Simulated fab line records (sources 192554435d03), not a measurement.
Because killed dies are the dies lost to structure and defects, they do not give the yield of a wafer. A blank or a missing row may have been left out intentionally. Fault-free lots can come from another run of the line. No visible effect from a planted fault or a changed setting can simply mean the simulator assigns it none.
fab line records | flow n5_finfet
[record] lots = 10 | wafers = 30 | last_day = 17
route steps=1938 shown BEOL_M10@1529 BEOL_M11@1552
lots that met no fault: taken from a fault-free run of the same line
start_h: hours from the record's opening day to when the first of the lot's shown wafers began | wait_h: how many hours have passed since the lot's step before this one | " repeats the value in the row above | L1.1+2: a row that stands for several wafers | - no value, or no start was given | * or withheld: withheld | < > ~ a bound
route shown NAME@n: names a module that has steps shown in the file, with the first one's number in the route | usual: mean/standard deviation of fault-free wafers | same: alike in all rows | chamber/n: place in a boat | sites: each site's reading | _std_site: standard deviation across them | _edge_site: the outer-site mean with the inner-site mean subtracted | radius_mm: how far each site lies from the wafer's centre | mask NAME#n: copy n | behind: the tool/chamber that last shaped the wafer | hold: what put the lot on hold/how long, in hours/how the hold closed | device: the transistor (n, p or np) that didn't switch | end of line: the tests these same wafers got at the end of their route | where a step has no rows: the recipe by itself | killed: not the wafer's yield, but the dies lost to structure and defects at the first sort | map: the dies of a wafer, with x for killed, . for not killed, _ for no die there
set.NAME: the setting the step ran with; set.NAME@STEP: the setting that earlier step ran with | model.NAME: the simulator's own value behind a step, which no gauge read
a sample of lots followed through the steps of the route, with each step as a table and each wafer as a row
services: a tool's chamber out of use, with start hour (start_h, from the record's first day; less than 0 if before it), hours out, and reason
[[steps]]
[step N5_BEOL_M10_ANNEAL_51]
[recipe] temp_c = 225 | time_s = 90 | ambient = N2
[usual] anneal_temp_c_max = 226.4/0.35 | wafer_temp_C_max = 226.1/0.52
lot.wafer | tool          | chamber | start_h | wait_h | anneal_temp_c_max | wafer_temp_C_max
L531.2    | rtp_anneal-01 | 0       | 223.50  | 0.1    | 226.5             | 225.5
L531.3    | "             | 0       | "       | "      | 225.9             | 225.4
L531.4    | "             | 0       | "       | "      | 225.9             | 225.3
L533.3    | rtp_anneal-01 | 0       | 240.15  | 0.1    | 226.4             | 225.7
L533.5    | "             | 0       | "       | "      | 225.8             | 225.6
L533.6    | "             | 0       | "       | "      | 225.9             | 225.6
L537.3    | rtp_anneal-02 | 0       | 260.19  | 0.3    | 226.1             | 227.0
L537.4    | "             | 0       | "       | "      | 226.2             | 226.7
L537.5    | "             | 0       | "       | "      | 226.2             | 227.0
L542.3    | rtp_anneal-01 | 0       | 289.04  | 0.1    | 226.6             | 225.8
L542.5    | "             | 0       | "       | "      | 226.2             | 225.8
L542.6    | "             | 0       | "       | "      | 226.0             | 225.4
L548.1    | rtp_anneal-01 | 0       | 320.98  | 0.5    | 226.3             | 225.8
L548.2    | "             | 0       | "       | "      | 225.8             | 226.0
L548.3    | "             | 0       | "       | "      | 226.1             | 226.0
L547.2    | rtp_anneal-02 | 0       | 321.57  | 0.5    | 226.1             | 226.2
L547.3    | "             | 0       | "       | "      | 226.6             | 226.3
L547.6    | "             | 0       | "       | "      | 226.6             | 226.8
L550.1    | rtp_anneal-02 | 0       | 333.64  | 1.0    | 226.3             | 226.5
L550.5    | "             | 0       | "       | "      | 226.5             | 226.3
L550.6    | "             | 0       | "       | "      | 226.8             | 226.4
L552.2    | rtp_anneal-01 | 0       | 355.35  | 0.3    | 226.0             | 226.0
L552.4    | "             | 0       | "       | "      | 226.3             | 225.5
L552.5    | "             | 0       | "       | "      | 226.1             | 225.7
L553.1    | rtp_anneal-02 | 0       | 360.58  | 0.1    | 226.6             | 226.4
L553.3    | "             | 0       | "       | "      | 226.6             | 226.4
L553.6    | "             | 0       | "       | "      | 227.1             | 226.3
L554.3    | rtp_anneal-02 | 0       | 365.55  | 0.1    | 226.6             | 226.2
L554.4    | "             | 0       | "       | "      | 227.1             | 226.6
L554.6    | "             | 0       | "       | "      | 226.7             | 226.7
[step N5_BEOL_M10_CMP_52]
[recipe] stop_on = SiCOH_lowk | t_overpolish_s = 7 | down_force_psi = 1 | platen_rpm = 50 | clearing_platen_down_force_psi = 1.5 | clearing_platen_rpm = 50 | post_cmp_clean = cu_alkaline | target_thk_nm = 140 | clearing_platen_pad_velocity_m_s = 0.99484 | pad_velocity_m_s = 0.99484
[usual] barrier_field_endpoint_s = 29.0/0.7 | clearing_platen_rpm = 50.002/0.026 | edge_zone_pressure_frac = 1.000/0.0052 | motor_current_A = 6.6/0.63 | overpolish_run_s = 7.000/0.0099 | retaining_ring_pressure_frac = 1.000/0.0051 | time_to_endpoint_s = 65.8/2.8
[same] t_overpolish_s = 7
lot.wafer | tool   | chamber | start_h | wait_h | barrier_field_endpoint_s | clearing_platen_rpm | edge_zone_pressure_frac | motor_current_A | overpolish_run_s | retaining_ring_pressure_frac | time_to_endpoint_s
L531.2    | cmp-04 | 0       | 223.84  | 0.3    | 29.0                     | 49.957              | 0.996                   | 5.1             | 7.020            | 0.994                        | 63.1
L531.4    | "      | 1       | "       | "      | 28.2                     | 50.043              | 1.005                   | 7.5             | 7.011            | 0.999                        | 63.3
L531.3    | "      | 2       | "       | "      | 28.4                     | 50.047              | 0.996                   | 7.1             | 6.996            | 1.000                        | 61.6
L533.3    | cmp-03 | 3       | 240.43  | 0.2    | 29.6                     | 50.008              | 0.994                   | 6.3             | 7.015            | 1.000                        | 63.6
L533.5    | "      | 1       | "       | "      | 29.3                     | 49.997              | 1.005                   | 6.6             | 7.000            | 1.006                        | 64.9
L533.6    | "      | 2       | "       | "      | 29.9                     | 50.043              | 1.000                   | 6.7             | 7.010            | 0.996                        | 70.4
L537.4    | cmp-01 | 2       | 260.47  | 0.2    | 28.4                     | 50.019              | 0.996                   | 6.3             | 7.013            | 1.001                        | 65.4
L537.3    | "      | 3       | "       | "      | 28.6                     | 49.945              | 1.001                   | 6.5             | 6.987            | 0.991                        | 65.2
L537.5    | "      | 1       | "       | "      | 29.9                     | 50.004              | 1.003                   | 5.5             | 7.009            | 1.001                        | 68.7
L542.3    | cmp-04 | 3       | 289.34  | 0.3    | 28.7                     | 50.037              | 0.995                   | 6.7             | 7.007            | 1.002                        | 64.0
L542.5    | "      | 1       | "       | "      | 28.7                     | 50.002              | 1.001                   | 7.0             | 7.006            | 1.002                        | 63.6
L542.6    | "      | 2       | "       | "      | 29.5                     | 50.019              | 0.992                   | 6.7             | 7.009            | 1.001                        | 66.2
L548.3    | cmp-03 | 3       | 321.27  | 0.2    | 28.8                     | 50.021              | 0.995                   | 6.3             | 6.991            | 0.997                        | 65.7
L548.1    | "      | 0       | "       | "      | 28.9                     | 50.010              | 0.996                   | 6.4             | 7.002            | 1.007                        | 63.5
L548.2    | "      | 1       | "       | "      | 28.7                     | 50.018              | 0.993                   | 6.5             | 6.996            | 1.008                        | 64.6
L547.3    | cmp-01 | 1       | 321.90  | 0.2    | 28.2                     | 50.021              | 0.998                   | 5.5             | 6.995            | 0.993                        | 65.9
L547.2    | "      | 2       | "       | "      | 28.1                     | 49.995              | 0.994                   | 6.4             | 6.989            | 0.992                        | 64.6
L547.6    | "      | 3       | "       | "      | 28.2                     | 49.978              | 0.995                   | 6.6             | 6.989            | 1.004                        | 63.5
L550.1    | cmp-01 | 0       | 334.07  | 0.4    | 29.1                     | 49.997              | 1.004                   | 7.2             | 7.024            | 1.004                        | 65.1
L550.5    | "      | 1       | "       | "      | 29.7                     | 50.017              | 0.999                   | 5.5             | 6.996            | 1.009                        | 71.0
L550.6    | "      | 2       | "       | "      | 29.4                     | 50.013              | 1.004                   | 6.7             | 7.002            | 1.004                        | 67.9
L552.4    | cmp-01 | 1       | 355.64  | 0.2    | 29.8                     | 50.014              | 1.001                   | 5.2             | 7.005            | 1.000                        | 70.3
L552.2    | "      | 2       | "       | "      | 28.9                     | 49.986              | 0.998                   | 6.5             | 6.989            | 0.985                        | 67.0
L552.5    | "      | 0       | "       | "      | 29.3                     | 50.014              | 0.994                   | 7.7             | 6.997            | 0.991                        | 66.4
L553.3    | cmp-03 | 3       | 360.89  | 0.2    | 28.1                     | 49.997              | 1.004                   | 6.4             | 6.995            | 1.006                        | 61.8
L553.1    | "      | 0       | "       | "      | 28.6                     | 50.008              | 1.005                   | 6.5             | 6.995            | 0.991                        | 65.4
L553.6    | "      | 3       | "       | "      | 28.3                     | 50.009              | 1.010                   | 6.4             | 7.003            | 1.008                        | 60.8
L554.3    | cmp-01 | 2       | 365.79  | 0.2    | 30.3                     | 50.035              | 1.004                   | 6.4             | 7.009            | 0.994                        | 70.5
L554.4    | "      | 3       | "       | "      | 31.5                     | 50.007              | 0.990                   | 6.9             | 6.995            | 1.000                        | 71.8
L554.6    | "      | 2       | "       | "      | 31.0                     | 49.983              | 1.008                   | 6.2             | 6.997            | 0.994                        | 71.8
[step N5_BEOL_M11_DESCUM_16]
[recipe] chemistry = O2 | time_s = 7.9 | source_power_w = 50 | bias_power_w = 20 | pressure_mtorr = 20 | rf_frequency_hz = 2.712e+07 | temp_c = 40 | resist = CAR-ArF | o2_flow_sccm = 225
[usual] drypump_motor_current_A = 5.7/0.49 | oes_product_au = 0.82/0.067 | rf_vpp_V = 243.6/1.3 | showerhead_plenum_p_Torr = 2.11/0.062 | throttle_valve_pct = 20.34/0.18
lot.wafer | tool        | chamber | start_h | wait_h | drypump_motor_current_A | oes_product_au | rf_hours_counter_h | rf_vpp_V | showerhead_plenum_p_Torr | throttle_valve_pct
L531.2    | rie_diel-03 | 1       | 228.58  | 0.0    | 6.6                     | 0.72           | 214                | 244.9    | 2.15                     | 20.48
L531.3    | "           | 3       | "       | "      | 5.7                     | 0.87           | 39                 | 245.0    | 2.13                     | 20.34
L531.4    | "           | 0       | "       | "      | 5.7                     | 0.90           | -                  | 242.1    | 2.05                     | 19.95
L533.3    | rie_diel-02 | 2       | 242.99  | 0.0    | 5.1                     | 0.79           | 102                | 240.8    | 2.02                     | 20.46
L533.5    | "           | 0       | "       | "      | 6.1                     | 0.75           | -                  | 245.7    | 2.17                     | 20.07
L533.6    | "           | 1       | "       | "      | 5.8                     | 0.98           | -                  | 242.3    | 2.05                     | 20.43
L537.3    | rie_diel-03 | 0       | 264.06  | 0.0    | 5.7                     | 0.90           | 41                 | 241.8    | 2.05                     | 19.96
L537.4    | "           | 2       | "       | "      | 6.4                     | 0.84           | 62                 | 245.1    | 2.21                     | 20.23
L537.5    | "           | 1       | "       | "      | 6.6                     | 0.71           | -                  | 244.0    | 2.15                     | 20.49
L542.3    | rie_diel-03 | 1       | 293.48  | 0.3    | 6.6                     | 0.71           | 238                | 243.9    | 2.14                     | 20.50
L542.5    | "           | 1       | "       | "      | 6.6                     | 0.70           | -                  | 243.2    | 2.14                     | 20.50
L542.6    | "           | 2       | "       | "      | 6.4                     | 0.83           | -                  | 243.9    | 2.20                     | 20.24
L548.1    | rie_diel-02 | 1       | 325.54  | 0.0    | 5.8                     | 0.91           | 29                 | 241.7    | 2.04                     | 20.50
L548.2    | "           | 3       | "       | "      | 4.9                     | 0.92           | 11                 | 243.4    | 2.13                     | 20.25
L548.3    | "           | 2       | "       | "      | 5.1                     | 0.78           | 126                | 240.4    | 2.01                     | 20.52
L547.2    | rie_diel-01 | 2       | 325.74  | 0.0    | 4.9                     | 0.79           | 123                | 241.9    | 2.02                     | 20.22
L547.3    | "           | 0       | "       | "      | 5.8                     | 0.80           | 86                 | 244.4    | 2.21                     | 20.61
L547.6    | "           | 0       | "       | "      | 5.8                     | 0.80           | -                  | 244.9    | 2.21                     | 20.58
L550.1    | rie_diel-02 | 0       | 337.26  | 0.0    | 6.1                     | 0.72           | 194                | 244.2    | 2.16                     | 20.09
L550.5    | "           | 1       | "       | "      | 5.8                     | 0.89           | -                  | 242.4    | 2.04                     | 20.50
L550.6    | "           | 3       | "       | "      | 4.9                     | 0.91           | -                  | 243.7    | 2.13                     | 20.26
L552.2    | rie_diel-01 | 2       | 357.62  | 0.0    | 4.9                     | 0.77           | 134                | 243.2    | 2.01                     | 20.25
L552.4    | "           | 1       | "       | "      | 5.7                     | 0.72           | 194                | 244.5    | 2.08                     | 20.43
L552.5    | "           | 0       | "       | "      | 5.8                     | 0.79           | -                  | 245.1    | 2.20                     | 20.61
L553.1    | rie_diel-01 | 3       | 363.76  | 0.1    | 5.5                     | 0.82           | 93                 | 242.1    | 2.12                     | 20.43
L553.3    | "           | 2       | "       | "      | 4.9                     | 0.77           | 136                | 242.2    | 2.01                     | 20.23
L553.6    | "           | 3       | "       | "      | 5.5                     | 0.81           | -                  | 244.6    | 2.12                     | 20.44
L554.3    | rie_diel-03 | 3       | 370.20  | 0.0    | 5.8                     | 0.82           | 86                 | 243.8    | 2.12                     | 20.40
L554.4    | "           | 0       | "       | "      | 5.7                     | 0.85           | 74                 | 242.4    | 2.04                     | 20.01
L554.6    | "           | 0       | "       | "      | 5.7                     | 0.85           | -                  | 242.2    | 2.04                     | 20.00
[step N5_BEOL_M11_ETCH_61]
[recipe] chemistry = CF4 | target = SiARC | target_depth_a = 390 | mask_material = CAR-ArF | time_s = 65 | ion_energy_ev = 80 | pressure_mtorr = 40 | source_w = 545 | bias_w = 36 | Ar_flow_sccm = 100 | cf4_flow_sccm = 100 | ends = cleared
[usual] drypump_motor_current_A = 5.7/0.49 | etch_rf_on_time_s = 64.7/1 | oes_product_au = 0.70/0.055 | rf_vpp_V = 184.2/1.2 | showerhead_plenum_p_Torr = 2.16/0.061 | throttle_valve_pct = 15.51/0.19
lot.wafer | tool        | chamber | start_h | wait_h | drypump_motor_current_A | etch_rf_on_time_s | oes_product_au | rf_hours_counter_h | rf_vpp_V | showerhead_plenum_p_Torr | throttle_valve_pct
L531.2    | rie_diel-03 | 1       | 228.61  | 0.0    | 6.6                     | 66.2              | 0.61           | 214                | 186.3    | 2.20                     | 15.73
L531.3    | "           | 3       | "       | "      | 5.8                     | 63.7              | 0.76           | 39                 | 181.9    | 2.17                     | 15.45
L531.4    | "           | 0       | "       | "      | 5.7                     | 66.6              | 0.76           | -                  | 183.0    | 2.09                     | 15.05
L533.3    | rie_diel-02 | 2       | 243.03  | 0.0    | 5.1                     | 64.7              | 0.68           | 102                | 182.7    | 2.08                     | 15.65
L533.5    | "           | 0       | "       | "      | 6.1                     | 65.7              | 0.64           | -                  | 184.7    | 2.21                     | 15.31
L533.6    | "           | 1       | "       | "      | 5.8                     | 64.7              | 0.84           | -                  | 184.7    | 2.11                     | 15.60
L537.3    | rie_diel-03 | 0       | 264.09  | 0.0    | 5.7                     | 66.2              | 0.76           | 41                 | 182.3    | 2.09                     | 15.08
L537.4    | "           | 2       | "       | "      | 6.4                     | 65.8              | 0.71           | 62                 | 185.6    | 2.26                     | 15.45
L537.5    | "           | 1       | "       | "      | 6.6                     | 66.2              | 0.60           | -                  | 185.1    | 2.19                     | 15.75
L542.3    | rie_diel-03 | 1       | 293.52  | 0.0    | 6.7                     | 45.3              | 0.75           | 238                | 185.5    | 2.19                     | 15.78
L542.5    | "           | 1       | "       | "      | 6.7                     | 45.3              | 0.75           | -                  | 184.9    | 2.19                     | 15.78
L542.6    | "           | 2       | "       | "      | 6.4                     | 64.7              | 0.70           | -                  | 186.0    | 2.25                     | 15.46
L548.1    | rie_diel-02 | 1       | 325.57  | 0.0    | 5.8                     | 65.1              | 0.76           | 29                 | 183.8    | 2.10                     | 15.66
L548.2    | "           | 3       | "       | "      | 4.9                     | 64.6              | 0.78           | 11                 | 183.8    | 2.19                     | 15.43
L548.3    | "           | 2       | "       | "      | 5.0                     | 64.4              | 0.66           | 126                | 182.6    | 2.07                     | 15.67
L547.2    | rie_diel-01 | 2       | 325.77  | 0.0    | 4.9                     | 63.1              | 0.67           | 123                | 182.7    | 2.06                     | 15.40
L547.3    | "           | 0       | "       | "      | 5.8                     | 64.4              | 0.68           | 86                 | 183.6    | 2.25                     | 15.74
L547.6    | "           | 0       | "       | "      | 5.8                     | 64.3              | 0.69           | -                  | 185.4    | 2.25                     | 15.75
L550.1    | rie_diel-02 | 0       | 337.30  | 0.0    | 6.1                     | 65.3              | 0.62           | 194                | 184.5    | 2.20                     | 15.35
L550.5    | "           | 1       | "       | "      | 5.8                     | 65.2              | 0.76           | -                  | 183.4    | 2.10                     | 15.67
L550.6    | "           | 3       | "       | "      | 4.9                     | 65.5              | 0.77           | -                  | 184.7    | 2.18                     | 15.44
L552.2    | rie_diel-01 | 2       | 357.65  | 0.0    | 4.9                     | 63.1              | 0.67           | 134                | 182.8    | 2.06                     | 15.43
L552.4    | "           | 1       | "       | "      | 5.7                     | 63.8              | 0.63           | 194                | 183.1    | 2.13                     | 15.68
L552.5    | "           | 0       | "       | "      | 5.8                     | 64.2              | 0.68           | -                  | 185.4    | 2.25                     | 15.76
L553.1    | rie_diel-01 | 3       | 363.79  | 0.0    | 5.5                     | 65.9              | 0.69           | 93                 | 184.2    | 2.17                     | 15.59
L553.3    | "           | 2       | "       | "      | 4.9                     | 63.8              | 0.67           | 136                | 182.7    | 2.06                     | 15.43
L553.6    | "           | 3       | "       | "      | 5.5                     | 66.0              | 0.68           | -                  | 184.0    | 2.17                     | 15.60
L554.3    | rie_diel-03 | 3       | 370.23  | 0.0    | 5.8                     | 63.5              | 0.71           | 86                 | 183.9    | 2.16                     | 15.53
L554.4    | "           | 0       | "       | "      | 5.6                     | 67.0              | 0.71           | 74                 | 183.4    | 2.08                     | 15.15
L554.6    | "           | 0       | "       | "      | 5.6                     | 66.8              | 0.71           | -                  | 184.1    | 2.08                     | 15.14
[[services]]
tool          | chamber | start_h | hours | kind
cmp-03        | -       | 200.88  | 9.4   | pm
rie_diel-03   | 3       | 214.67  | 3.1   | repair
cmp-03        | -       | 214.96  | 4.3   | pm
rie_diel-01   | 0       | 216.59  | 1.2   | repair
rie_diel-02   | -       | 219.04  | 0.7   | repair
cmp-03        | -       | 223.26  | 2.5   | repair
rie_diel-03   | 2       | 224.91  | 9.3   | repair
rie_diel-03   | 0       | 240.51  | 12.8  | repair
cmp-01        | -       | 240.96  | 2.3   | repair
cmp-01        | -       | 251.52  | 6.1   | repair
rie_diel-02   | 3       | 256.42  | 2.8   | repair
rie_diel-02   | 2       | 267.02  | 6.3   | repair
cmp-03        | -       | 281.72  | 1.9   | repair
cmp-01        | -       | 288.57  | 4.0   | pm
rie_diel-01   | 0       | 301.30  | 18.0  | repair
rie_diel-01   | 2       | 304.72  | 3.9   | repair
rie_diel-02   | -       | 315.20  | 0.5   | repair
cmp-01        | -       | 317.58  | 0.9   | repair
rie_diel-02   | 2       | 334.70  | 5.6   | repair
rtp_anneal-02 | -       | 349.48  | 4.0   | pm
rie_diel-03   | -       | 349.76  | 2.8   | pm
cmp-01        | -       | 352.00  | 2.2   | repair
rie_diel-03   | 2       | 355.42  | 7.3   | repair
rie_diel-02   | 1       | 363.63  | 4.7   | repair
[[key]]
[first_sign] step = N5_BEOL_M11_ETCH_61 | reading = etch_rf_on_time_s | direction = down | sigmas = 19 | usual = * | struck = *
effect none on later readings
met_at N5_BEOL_M11_ETCH_61
struck_lots L542
struck_wafers L542.3,L542.5
not_acting_at N5_BEOL_M10_ANNEAL_51,N5_BEOL_M10_CMP_52,N5_BEOL_M11_DESCUM_16
onset_between 264.09 293.52
[fault] kind = process_parameter_drift | tool = rie_diel-03 | chamber = 1 | onset_h = 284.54 | steps = N5_BEOL_M11_ETCH_61 | channel = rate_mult | offset = 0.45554 | shape = step | end_h = 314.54
